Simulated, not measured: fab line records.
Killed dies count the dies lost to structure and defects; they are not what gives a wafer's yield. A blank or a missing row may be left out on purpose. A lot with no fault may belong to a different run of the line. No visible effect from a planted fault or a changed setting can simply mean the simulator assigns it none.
Chamber matching + flow nandHarc + NHARC_A_CONTACT_ETCH_49 on rieDiel-06 has 4 sister chambers
The step etches the open film in N2/H2, target depth 260 nm, time 475.3 s. 16 wafers are shown with their chamber, then 8 later ones without.

## WAFERS, EACH WITH ITS CHAMBER
| wafer  | chamber | showerheadPlenumPTorr (Torr) | drypumpMotorCurrentA (A) | oesProductAu (a.u.) |
|--------|---------|------------------------------|--------------------------|---------------------|
| L200.2 | 1       | 2.01                         | 5.7                      | 1.017               |
| L200.3 | 2       | 2.01                         | 6.5                      | 0.997               |
| L200.4 | 0       | 1.97                         | 6.0                      | 1.008               |
| L203.1 | 3       | 2.08                         | 5.7                      | 1.000               |
| L203.2 | 0       | 1.97                         | 5.9                      | 1.015               |
| L203.5 | 2       | 2.00                         | 6.5                      | 0.980               |
| L205.1 | 2       | 2.00                         | 6.5                      | 0.983               |
| L205.2 | 3       | 2.08                         | 5.7                      | 0.999               |
| L205.4 | 1       | 2.01                         | 5.7                      | 1.026               |
| L209.2 | 2       | 2.00                         | 6.5                      | 0.995               |
| L209.4 | 1       | 2.01                         | 5.7                      | 1.022               |
| L209.5 | 1       | 2.01                         | 5.7                      | 1.021               |
| L207.2 | 2       | 2.00                         | 6.5                      | 0.996               |
| L207.3 | 0       | 1.97                         | 6.0                      | 1.019               |
| L207.6 | 3       | 2.08                         | 5.7                      | 1.006               |
| L210.2 | 0       | 1.97                         | 5.9                      | 1.015               |

SIGNATURES, as means of the wafers listed above
| reading               | chamber 0 | chamber 1 | chamber 2 | chamber 3 | scatter within a chamber |
|-----------------------|-----------|-----------|-----------|-----------|--------------------------|
| showerheadPlenumPTorr | 1.9700    | 2.0100    | 2.0020    | 2.0800    | 0.00258                  |
| drypumpMotorCurrentA  | 5.950     | 5.700     | 6.500     | 5.700     | 0.0289                   |
| oesProductAu          | 1.01425   | 1.02150   | 0.99020   | 1.00167   | 0.00571                  |
Rule: distance of a wafer from a chamber = root of the sum over the readings of ((wafer's reading minus chamber's mean) / reading's scatter) squared. If the next closest chamber is less than 2 further off than the closest, the wafer can't be placed; otherwise it belongs to the closest. The scatter: the root of (the sum of the squares of (reading less its chamber's mean) over the shown wafers, divided by (wafers less chambers)).

## WAFERS MISSING THEIR CHAMBER
| wafer  | showerheadPlenumPTorr (Torr) | drypumpMotorCurrentA (A) | oesProductAu (a.u.) |
|--------|------------------------------|--------------------------|---------------------|
| L210.5 | 1.97                         | 5.9                      | 1.031               |
| L210.6 | 2.01                         | 5.7                      | 1.031               |
| L214.1 | 2.00                         | 6.6                      | 1.001               |
| L214.3 | 1.97                         | 6.0                      | 1.010               |
| L214.5 | 1.97                         | 6.0                      | 1.009               |
| L216.2 | 2.00                         | 6.5                      | 0.989               |
| L216.3 | 1.97                         | 5.9                      | 1.006               |
| L216.6 | 2.07                         | 5.7                      | 0.998               |

## THE CHAMBER EACH PASSED THROUGH
| wafer  | from the rows above | in truth |
|--------|---------------------|----------|
| L210.5 | 0                   | 0        |
| L210.6 | 1                   | 1        |
| L214.1 | 2                   | 2        |
| L214.3 | 0                   | 0        |
| L214.5 | 0                   | 0        |
| L216.2 | 2                   | 2        |
| L216.3 | 0                   | 0        |
| L216.6 | 3                   | 3        |
8 of 8 placed correctly. Not placeable from these rows: 0. 0 placed wrongly.
